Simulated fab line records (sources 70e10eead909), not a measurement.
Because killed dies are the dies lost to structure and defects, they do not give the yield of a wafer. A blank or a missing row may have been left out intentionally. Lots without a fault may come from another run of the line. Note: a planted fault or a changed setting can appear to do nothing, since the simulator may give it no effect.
Code-filled problem report in 8D (eight disciplines) form    flow nandHarc    the parts of the form that need people (team, actions taken, sign-off) are left out

## 1. WHAT WENT WRONG
timeToEndpointS at NHARC_A_M1_CMP_23 reads a mean of 49.5 s on 6 wafers of 2 lots; wafers without a fault read 28.7 s with a standard deviation of 2.4. That is +8.7 standard deviations from the usual mean.
The step: polishes, t overpolish 20 s, target thk 154.34 nm.
First observed at day 20 11:35: wafer L673.3, on cmp-01. The record has a number at this step for 36 wafers belonging to 12 lots. Rule for "out" (also "out of limits"): further than 4 standard deviations from the usual mean. All remaining wafers that have a number are taken as sound.

## 2. WHAT IT IS AND WHAT IT IS NOT
question                     is                      is not
which readings at this step  timeToEndpointS         motorCurrentA, retainingRingPressureFrac, slurryFlowMlMin
which lots                   L673, L678              L664, L665, L666, L667, L668, L670, L672, L675, L676, L687
which wafers of those lots   all that have a number  -
read on which tools          cmp-01, cmp-04          cmp-03
when                         from day 20 11:35       up to then (24 sound wafers); but 6 sound wafers of L676, L687 came after

## 3. SUSPECTS, AND WHAT RULES EACH OUT
Counting: any tool at a process step up to the reading is kept as a suspect provided that every lot that is out went through it and no sound lot did after the first of them.
- ecdCu-01 at NHARC_A_M1_ECD_22 (material Cu, target thk 400 nm): kept. All lots that are out passed through it, beginning with L673 at day 20 10:50, and no sound lot followed; its final sound lot before that point was L675 at day 20 00:19.
Remaining after the count: ecdCu-01 at NHARC_A_M1_ECD_22.

## 4. THE CAUSE (what the simulator had put in)
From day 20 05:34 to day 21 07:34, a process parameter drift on ecdCu-01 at NHARC_A_M1_ECD_22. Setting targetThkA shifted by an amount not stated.
This tool alone remained once counting was done.

## 5. THE CHAIN OF EFFECTS, in route order
Each row: a reading where the mean over the struck wafers with a number is more than 3 standard deviations away from the usual. Scope: only readings with a usual standard deviation given in the record; hours: median across lots of the time from each lot's start at the first step in this table that gives one to its start at this step; sigmas: change in usual standard deviations.
hours  step               reading          usual   on struck wafers  change  sigmas
0      NHARC_A_M1_CMP_23  timeToEndpointS  28.7 s  49.5              +20.8   +8.7
The process steps in it:
- NHARC_A_M1_CMP_23: polishes, t overpolish 20 s, target thk 154.34 nm.

## 6. HOW IT WOULD HAVE BEEN CAUGHT EARLIER
In this record no reading fell out of limits until day 20 11:35, 6 hours after the fault had begun at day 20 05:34.
L678, from the lots that are out (2), started NHARC_A_M1_ECD_22 on ecdCu-01 later than day 20 11:35. A hold on the tool at that time would have spared it.
